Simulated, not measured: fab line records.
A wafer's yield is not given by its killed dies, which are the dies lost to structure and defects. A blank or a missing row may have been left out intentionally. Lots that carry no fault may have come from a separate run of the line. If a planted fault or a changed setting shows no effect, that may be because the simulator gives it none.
Matching of chambers :: flow n5-finfet :: N5_BEOL_M7_STRIP_67 on rie-diel-06 has 4 sister chambers
The step strips in CF4. 4 wafers are shown with their chamber, then 7 later ones without.

== WAFERS WITH THEIR CHAMBER ==
wafer: L075.3
chamber: 2
showerhead-plenum-p-Torr (Torr): 1.77

wafer: L082.6
chamber: 1
showerhead-plenum-p-Torr (Torr): 1.88

wafer: L087.1
chamber: 3
showerhead-plenum-p-Torr (Torr): 1.74

wafer: L087.2
chamber: 0
showerhead-plenum-p-Torr (Torr): 1.75

== WAFERS WITHOUT THEIR CHAMBER ==
wafer: L087.3
showerhead-plenum-p-Torr (Torr): 1.76

wafer: L097.2
showerhead-plenum-p-Torr (Torr): 1.75

wafer: L097.3
showerhead-plenum-p-Torr (Torr): 1.74

wafer: L097.6
showerhead-plenum-p-Torr (Torr): 1.75

wafer: L096.3
showerhead-plenum-p-Torr (Torr): 1.73

wafer: L096.4
showerhead-plenum-p-Torr (Torr): 1.73

wafer: L096.6
showerhead-plenum-p-Torr (Torr): 1.75

== CHAMBER TAKEN BY EACH ==
wafer: L087.3
from the rows above: can't be placed: 0 or 2 or 3
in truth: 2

wafer: L097.2
from the rows above: can't be placed: 0 or 3
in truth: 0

wafer: L097.3
from the rows above: can't be placed: 3 or 0
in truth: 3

wafer: L097.6
from the rows above: can't be placed: 0 or 3
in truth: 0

wafer: L096.3
from the rows above: can't be placed: 3 or 0
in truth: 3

wafer: L096.4
from the rows above: can't be placed: 3 or 0
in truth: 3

wafer: L096.6
from the rows above: can't be placed: 0 or 3
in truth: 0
Correct placement for 0 of the 7. Not placeable from these rows: 7 (in 7, the candidates include the true chamber). Placed wrongly: 0.
How it was worked out, from the rows above alone: a wafer's distance from a chamber is the root of the sum, over the readings, of the square of ((its reading less the chamber's mean) divided by the reading's scatter). The wafer belongs to the nearest chamber; if the next one is less than 2 further off, it can't be placed. Each chamber's mean is taken over the wafers shown for it. The scatter: with one shown wafer a chamber, the root of the mean of the squares of how far each hidden wafer lies from its nearest shown one.
